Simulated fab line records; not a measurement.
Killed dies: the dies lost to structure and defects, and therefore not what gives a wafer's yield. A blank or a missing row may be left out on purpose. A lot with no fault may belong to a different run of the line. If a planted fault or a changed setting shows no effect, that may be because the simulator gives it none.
fab line records	flow n5Finfet
record lots=10	wafers=30	lastDay=18
route steps=1938 shown PMOS_HMC_CHANNEL_EPI@57 BEOL_M4@1111 PASSIVATION@1936
lots untouched by any fault: they come from a run of this same line in which no faults occurred
startH: hours from the record's opening day to when the first of the lot's shown wafers began	waitH: hours elapsed since this lot's preceding step	" same as the row above	L1.1+2: a row that stands for several wafers	- value missing, or start not given	* or withheld: withheld	< > ~ a bound
route shown NAME@n: a module of which the file shows steps, and the number in the route of the first	usual: the fault-free wafers' mean and standard deviation	same: alike in all rows	chamber/n: place in a boat	sites: per-site readings	_std_site: the values' standard deviation	_edge_site: inner sites' mean taken away from outer sites' mean	radiusMm: for every site, how far away it sits from the centre of the wafer	mask NAME#n: copy n	behind: the most recent tool/chamber to have shaped the wafer	hold: why the lot was held/for how many hours/how that ended	device: names the non-switching transistor (n, p or np)	end of line: the tests these same wafers got at the end of their route	for a step that has no rows: nothing shown but its recipe	killed: at the first sort, the dies lost to defects and structure; wafer yield is something else	map: per-die view of a wafer (x killed, . not killed, _ where there is no die)
set.NAME: the run value of the setting; set.NAME@STEP: its run value at that earlier step	model.NAME: the simulator's own value behind a step, which no gauge read
one table for each step of the route and one row for each wafer, over a sample of lots
services: from which hour (startH, from the record's first day; less than 0 if before it) a tool's chamber was out of use, for how many hours, and why
## steps
# step N5_PMOS_HMC_CHANNEL_EPI_HM_DEP_34
# recipe material=SiO2	targetThkA=360	tempC=400	precursor=TEOS/O2	pressureTorr=6.5	rfW=900	teosFlowSccm=161.4	gas=O2	flowSccm=2650	timeS=6.9
# usual heaterPowerW=599/130	showerheadPlenumPTorr=8.35/0.037	throttleValvePct=18.8/0.74
lot.wafer	tool	chamber	startH	waitH	heaterPowerW	showerheadPlenumPTorr	throttleValvePct
L142.2	pecvd-01	1	17.47	0.0	685	8.38	19.2
L142.3	"	0	"	"	574	8.33	18.2
L142.4	"	1	"	"	661	8.37	19.2
L145.1	pecvd-03	1	35.32	0.0	708	8.40	19.5
L145.4	"	1	"	"	730	8.38	19.5
L145.6	"	0	"	"	430	8.28	19.5
L148.1	pecvd-03	2	52.83	0.0	369	8.32	18.5
L148.2	"	0	"	"	357	8.29	19.4
L148.4	"	2	"	"	381	8.30	18.5
L156.1	pecvd-03	1	101.35	0.0	657	8.38	19.3
L156.2	"	2	"	"	433	8.33	18.7
L156.5	"	0	"	"	444	8.28	19.4
L157.1	pecvd-04	1	107.09	0.0	760	8.32	19.6
L157.5	"	0	"	"	666	8.35	17.6
L157.6	"	2	"	"	675	8.41	17.7
L158.1	pecvd-01	0	113.01	0.0	577	8.33	18.7
L158.3	"	1	"	"	697	8.35	19.3
L158.5	"	1	"	"	690	8.36	19.2
L159.2	pecvd-01	0	118.61	0.0	469	8.33	18.6
L159.3	"	2	"	"	674	8.39	18.2
L159.4	"	2	"	"	673	8.40	18.3
L160.1	pecvd-04	1	124.58	0.0	742	8.34	19.8
L160.2	"	0	"	"	708	8.34	17.9
L160.5	"	2	"	"	665	8.40	17.2
L163.1	pecvd-04	2	142.69	0.0	644	8.38	17.4
L163.3	"	1	"	"	783	8.34	19.8
L163.4	"	1	"	"	784	8.32	19.9
L165.1	pecvd-01	1	154.90	0.0	710	8.35	19.0
L165.4	"	2	"	"	748	8.40	18.0
L165.5	"	0	"	"	555	8.34	19.0
# step N5_PMOS_HMC_CHANNEL_EPI_OVL_MEAS_10
# recipe pointsPerWafer=44
# usual PMOS_HMC_BLK_OVL=0.6/0.67
lot.wafer	tool	chamber	startH	waitH	PMOS_HMC_BLK_OVL[nm]
L142.2	overlay-02	0	17.78	0.0	1.6
L142.3	"	0	"	"	0.4
L142.4	"	0	"	"	0.1
L145.1	overlay-02	0	35.75	0.0	0.2
L145.4	"	0	"	"	0.9
L145.6	"	0	"	"	1.5
L148.1	overlay-02	0	53.26	0.0	0.5
L148.2	"	0	"	"	1.4
L148.4	"	0	"	"	0.6
L156.1	overlay-01	0	101.66	0.0	1.7
L156.2	"	0	"	"	0.1
L156.5	"	0	"	"	0.2
L157.1	overlay-02	0	107.40	0.0	0.4
L157.5	"	0	"	"	0.5
L157.6	"	0	"	"	1.6
L158.1	overlay-01	0	113.32	0.0	-0.2
L158.3	"	0	"	"	-0.8
L158.5	"	0	"	"	-1.4
L159.2	overlay-01	0	119.05	0.0	0.8
L159.3	"	0	"	"	1.2
L159.4	"	0	"	"	0.6
L160.1	overlay-01	0	124.89	0.0	0.5
L160.2	"	0	"	"	-0.1
L160.5	"	0	"	"	-0.5
L163.1	overlay-01	0	143.12	0.0	0.6
L163.3	"	0	"	"	1.2
L163.4	"	0	"	"	0.2
L165.1	overlay-02	0	155.21	0.0	1.4
L165.4	"	0	"	"	0.7
L165.5	"	0	"	"	1.4
# step N5_PMOS_HMC_CHANNEL_EPI_DESCUM_14
# recipe chemistry=O2	timeS=7.9	sourcePowerW=50	biasPowerW=20	pressureMtorr=20	rfFrequencyHz=2.712e+07	tempC=40	resist=CAR-ArF-block	o2FlowSccm=225
# usual drypumpMotorCurrentA=5.6/0.49	oesProductAu=0.76/0.067	rfVppV=243.4/1.7	showerheadPlenumPTorr=2.10/0.098	throttleValvePct=20.50/0.26
lot.wafer	tool	chamber	startH	waitH	drypumpMotorCurrentA	oesProductAu	rfHoursCounterH	rfVppV	showerheadPlenumPTorr	throttleValvePct
L142.2	rieDiel-02	1	17.84	0.0	5.7	0.72	205	242.0	1.98	20.88
L142.3	"	2	"	"	5.0	0.71	223	240.9	1.96	20.28
L142.4	"	0	"	"	5.2	0.79	100	244.4	2.20	20.75
L145.1	rieDiel-05	0	35.81	0.0	6.1	0.74	183	242.1	1.98	20.52
L145.4	"	1	"	"	5.7	0.97	5	245.7	2.15	20.44
L145.6	"	1	"	"	5.7	0.97	-	244.0	2.15	20.44
L148.1	rieDiel-05	3	53.32	0.0	5.6	0.78	126	244.6	2.20	20.21
L148.2	"	2	"	"	5.0	0.75	151	244.7	2.16	20.69
L148.4	"	1	"	"	5.7	0.95	11	242.1	2.15	20.45
L156.1	rieDiel-05	2	101.72	0.0	5.0	0.73	165	244.5	2.16	20.70
L156.2	"	1	"	"	5.7	0.91	22	244.7	2.14	20.46
L156.5	"	2	"	"	5.0	0.73	-	244.6	2.16	20.70
L157.1	rieDiel-02	1	107.49	0.1	5.6	0.70	232	241.4	1.98	20.90
L157.5	"	0	"	"	5.2	0.76	-	244.1	2.19	20.80
L157.6	"	1	"	"	5.6	0.69	-	241.1	1.98	20.91
L158.1	rieDiel-02	0	113.38	0.0	5.1	0.77	128	243.2	2.19	20.80
L158.3	"	1	"	"	5.6	0.69	234	241.7	1.97	20.91
L158.5	"	3	"	"	5.5	0.76	-	244.1	2.17	20.50
L159.2	rieDiel-02	3	119.38	0.3	5.5	0.76	131	244.4	2.17	20.51
L159.3	"	0	"	"	5.2	0.76	-	244.3	2.19	20.81
L159.4	"	3	"	"	5.5	0.75	-	244.7	2.17	20.52
L160.1	rieDiel-06	1	124.95	0.0	6.6	0.91	21	245.8	2.21	19.96
L160.2	"	3	"	"	6.5	0.75	141	244.7	2.18	20.21
L160.5	"	3	"	"	6.5	0.76	-	243.9	2.18	20.23
L163.1	rieDiel-06	1	143.18	0.0	6.6	0.89	26	245.1	2.21	19.96
L163.3	"	0	"	"	5.1	0.75	143	242.4	1.99	20.34
L163.4	"	2	"	"	5.9	0.68	232	242.4	2.06	20.67
L165.1	rieDiel-06	3	155.67	0.4	6.5	0.75	151	245.3	2.18	20.25
L165.4	"	0	"	"	5.1	0.74	147	242.9	1.99	20.35
L165.5	"	0	"	"	5.1	0.74	-	242.3	1.99	20.35
# step N5_PMOS_HMC_CHANNEL_EPI_STRIP_17
# recipe chemistry=SPM	timeS=750	tempC=130	h2so4H2o2VolRatio=4	dry=ipaMarangoni
# usual bathGuardTempC=130.0/0.6	bathHeatDutyPct=14.6/1.5
lot.wafer	tool	chamber	startH	waitH	bathGuardTempC	bathHeatDutyPct
L142.2	wetBench-01	2	18.04	-	129.5	14.5
L142.3	"	7	"	"	130.3	14.6
L142.4	"	1	"	"	129.8	13.1
L145.1	wetBench-04	3	36.01	-	130.3	14.2
L145.4	"	6	"	"	129.7	14.3
L145.6	"	5	"	"	129.9	16.7
L148.1	wetBench-02	7	53.52	-	130.9	17.3
L148.2	"	5	"	"	130.1	15.7
L148.4	"	2	"	"	129.4	14.1
L156.1	wetBench-01	7	101.92	-	-	-
L156.2	"	2	"	"	-	-
L156.5	"	4	"	"	-	-
L157.1	wetBench-02	6	107.69	-	-	-
L157.5	"	1	"	"	-	-
L157.6	"	3	"	"	-	-
L158.1	wetBench-04	7	113.58	-	-	-
L158.3	"	3	"	"	-	-
L158.5	"	4	"	"	-	-
L159.2	wetBench-01	1	119.66	-	129.5	13.1
L159.3	"	3	"	"	130.6	14.2
L159.4	"	5	"	"	130.8	15.3
L160.1	wetBench-04	4	125.15	-	130.7	18.0
L160.2	"	6	"	"	129.7	14.2
L160.5	"	5	"	"	129.9	14.7
L163.1	wetBench-02	1	143.38	-	128.7	13.6
L163.3	"	0	"	"	129.7	14.5
L163.4	"	4	"	"	129.4	15.1
L165.1	wetBench-02	4	155.87	-	129.5	17.6
L165.4	"	2	"	"	129.5	12.4
L165.5	"	0	"	"	129.9	14.4
# step N5_BEOL_M4_RC_MEAS_101
# usual DIBL_N=36.2/1.7	DIBL_P=36.2/2.2	IOFF_N=0.16/0.035	IOFF_P=0.21/0.042	ION_N=673/13	ION_P=462/7.9	SS_N=71.4/0.59	SS_P=73.2/0.7	VT_N=250/3.6	VT_P=-251/3.5
lot.wafer	tool	chamber	startH	waitH	DIBL_N[mV/V]	DIBL_P[mV/V]	IOFF_N[nA/um]	IOFF_P[nA/um]	ION_N[uA/um]	ION_P[uA/um]	SS_N[mV/dec]	SS_P[mV/dec]	VT_N[mV]	VT_P[mV]
L142.2	prober-01	0	158.81	0.2	39.5	39.9	0.20	0.24	672	458	72.9	74.6	248	-248
L142.3	"	0	"	"	37.5	36.7	0.17	0.20	681	461	71.9	74.5	253	-251
L142.4	"	0	"	"	34.2	33.5	0.11	0.15	642	443	71.0	72.4	256	-256
L145.1	prober-02	0	175.22	0.0	36.6	37.7	0.20	0.26	688	468	72.1	73.4	243	-246
L145.4	"	0	"	"	39.1	41.7	0.27	0.34	713	482	71.7	74.9	240	-244
L145.6	"	0	"	"	39.0	41.1	0.27	0.34	696	476	72.7	74.9	240	-243
L148.1	prober-01	0	196.32	0.0	35.6	38.0	0.17	0.21	681	456	71.0	72.9	252	-250
L148.2	"	0	"	"	34.7	36.0	0.14	0.18	662	454	71.7	73.0	250	-253
L148.4	"	0	"	"	38.1	39.9	0.20	0.23	681	458	71.8	74.0	249	-251
L156.1	prober-01	0	244.91	0.0	37.7	39.0	0.17	0.26	668	463	71.2	73.8	251	-245
L156.2	"	0	"	"	34.2	34.5	0.12	0.19	659	464	71.6	72.0	252	-250
L156.5	"	0	"	"	35.3	36.8	0.14	0.22	666	460	71.3	73.0	250	-248
L157.1	prober-02	0	250.91	0.0	36.0	36.3	0.17	0.21	684	466	71.8	73.6	251	-251
L157.5	"	0	"	"	33.5	33.6	0.12	0.18	668	463	70.9	72.8	255	-253
L157.6	"	0	"	"	37.8	38.1	0.20	0.26	684	464	71.9	74.1	247	-247
L158.1	prober-02	0	253.65	0.0	34.7	33.5	0.11	0.16	652	449	70.9	72.8	255	-254
L158.3	"	0	"	"	32.8	31.6	0.10	0.13	648	441	70.4	72.4	258	-256
L158.5	"	0	"	"	34.0	32.5	0.11	0.15	664	447	70.9	72.4	254	-256
L159.2	prober-02	0	277.09	0.2	36.2	35.5	0.16	0.21	670	465	71.2	73.1	251	-249
L159.3	"	0	"	"	35.4	35.1	0.16	0.21	677	468	71.6	73.0	249	-249
L159.4	"	0	"	"	36.9	37.5	0.17	0.24	676	462	72.2	73.1	249	-249
L160.1	prober-02	0	281.11	0.0	32.5	32.9	0.10	0.15	654	455	71.2	72.3	256	-254
L160.2	"	0	"	"	32.4	31.6	0.10	0.14	648	446	70.5	72.4	256	-255
L160.5	"	0	"	"	32.2	30.7	0.09	0.13	648	446	70.4	72.3	258	-258
L163.1	prober-01	0	302.20	0.0	37.8	37.2	0.16	0.25	669	459	71.8	73.6	247	-247
L163.3	"	0	"	"	36.2	34.0	0.12	0.19	673	462	71.5	72.6	255	-251
L163.4	"	0	"	"	37.1	34.9	0.15	0.21	675	470	70.9	72.3	249	-249
L165.1	prober-01	0	305.78	0.0	34.9	36.8	0.15	0.17	665	450	70.6	73.9	252	-257
L165.4	"	0	"	"	35.1	35.5	0.14	0.16	672	451	71.4	73.2	252	-259
L165.5	"	0	"	"	34.1	35.1	0.13	0.16	666	454	71.0	73.1	255	-258
# step N5_PASSIVATION_PROBE_49
# usual defectLimitedYield=91.4/1.4	killed_at_M0_to_M3=31/10	killed_at_M4_up=14/5.6	killedAtContacts=13/6.3	killedAtFrontEnd=39/10	killedAtOther=4/3.1	killedDies=101/16	killedOpen=65/13	killedShort=34/7.2	sort_bin_5_function=5.1/0.88	sort_bin_6_memory=3.2/0.66	sort_bin_8_speed=0.00/0.007	sortNPass=1079/16	sortYieldPct=91.4/1.4
# same grossDies=1180	killedAtBackSide=0	sort_bin_4_leakage[%]=0
lot.wafer	tool	chamber	startH	waitH	defectLimitedYield[%]	killed_at_M0_to_M3	killed_at_M4_up	killedAtContacts	killedAtFrontEnd	killedAtOther	killedDies	killedOpen	killedShort	sort_bin_5_function[%]	sort_bin_6_memory[%]	sort_bin_8_speed[%]	sortNPass	sortYieldPct[%]
L145.4	prober-01	-	285.00	0.2	86.8	47	22	27	56	4	156	113	42	7.9	4.7	0	1024	86.8
L156.1	prober-02	-	351.01	0.0	89.2	43	13	23	44	5	128	93	33	6.1	4.6	0	1052	89.2
L156.2	prober-02	-	351.06	0.1	91.8	22	16	21	34	4	97	60	37	4.0	3.6	0	1083	91.8
L156.5	prober-02	-	351.21	0.2	89.9	16	22	24	51	6	119	67	50	6.4	3.0	0	1061	89.9
# killed by level:class
L145.4 STI_FIN_REVEAL:geometricParticle:open=34 MOL_CONTACT_COAG:geometricParticle:open=19 BEOL_M1:geometricParticle:open=10 MOL_CONTACT_COAG:geometricParticle:short=8 BEOL_M0_SAQP:geometricParticle:open=7 BEOL_M1:geometricParticle:short=7 FIN_SAQP:geometricParticle:open=6 STI_FIN_REVEAL:geometricParticle:short=6
L156.1 MOL_CONTACT_COAG:geometricParticle:open=19 STI_FIN_REVEAL:geometricParticle:open=14 BEOL_M2:geometricParticle:open=10 BEOL_M1:geometricParticle:open=9 BEOL_M0_SAQP:geometricParticle:short=7 FIN_SAQP:geometricParticle:open=6 BEOL_M0_SAQP:geometricParticle:open=6 BEOL_M4:geometricParticle:open=5
L156.2 MOL_CONTACT_COAG:geometricParticle:open=14 BEOL_M5:geometricParticle:open=8 GATE_CUT:geometricParticle:short=7 MOL_CONTACT_COAG:geometricParticle:short=7 STI_FIN_REVEAL:geometricParticle:open=6 BEOL_M3:geometricParticle:open=6 STARTING-WAFER:geometricParticle:open=6 BEOL_M1:geometricParticle:open=4
L156.5 MOL_CONTACT_COAG:geometricParticle:open=17 FIN_SAQP:geometricParticle:short=11 GATE_CUT:geometricParticle:short=10 BEOL_M4:geometricParticle:open=10 STI_FIN_REVEAL:geometricParticle:open=7 MOL_CONTACT_COAG:geometricParticle:short=7 BEOL_M5:geometricParticle:open=5 STI_FIN_REVEAL:geometricParticle:short=4
## services
tool	chamber	startH	hours	kind
rieDiel-05	1	-4.48	-	clean
pecvd-04	-	9.80	0.4	repair
pecvd-01	1	29.62	5.5	scheduledDown
rieDiel-06	1	31.18	3.3	repair
rieDiel-02	-	46.50	0.5	repair
rieDiel-05	1	72.84	5.6	repair
pecvd-01	-	83.17	6.0	pm
pecvd-01	-	89.86	14.6	pm
pecvd-04	-	92.00	5.5	pm
wetBench-04	-	101.59	3.4	repair
rieDiel-02	2	106.52	6.9	repair
rieDiel-02	1	113.58	17.4	repair
wetBench-02	-	114.59	4.4	pm
rieDiel-05	1	115.02	3.4	repair
rieDiel-02	2	118.32	7.8	repair
pecvd-01	0	121.18	2.1	scheduledDown
pecvd-04	-	125.98	2.8	pm
rieDiel-02	2	131.09	-	clean
rieDiel-02	2	131.09	-	consumableReplace:focusRing
rieDiel-02	2	131.09	-	consumableReplace:showerhead
rieDiel-02	2	131.09	30.9	scheduledDown
rieDiel-02	2	131.09	30.9	ventCycle
rieDiel-02	3	144.57	4.2	repair
rieDiel-02	-	154.97	0.8	repair
## key
firstSign step=N5_PMOS_HMC_CHANNEL_EPI_STRIP_17	reading=toolRecord	direction=missing
effect none on later readings
metAt N5_PMOS_HMC_CHANNEL_EPI_STRIP_17
struckLots L156,L157,L158
notActingAt N5_PMOS_HMC_CHANNEL_EPI_HM_DEP_34,N5_PMOS_HMC_CHANNEL_EPI_OVL_MEAS_10,N5_PMOS_HMC_CHANNEL_EPI_DESCUM_14
onsetBetween 53.52 101.92
fault kind=skippedStepWhole	tool=wetBench-01,wetBench-02,wetBench-04	chamber=-	onsetH=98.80	steps=N5_PMOS_HMC_CHANNEL_EPI_STRIP_17	scope=struckLotsOnly
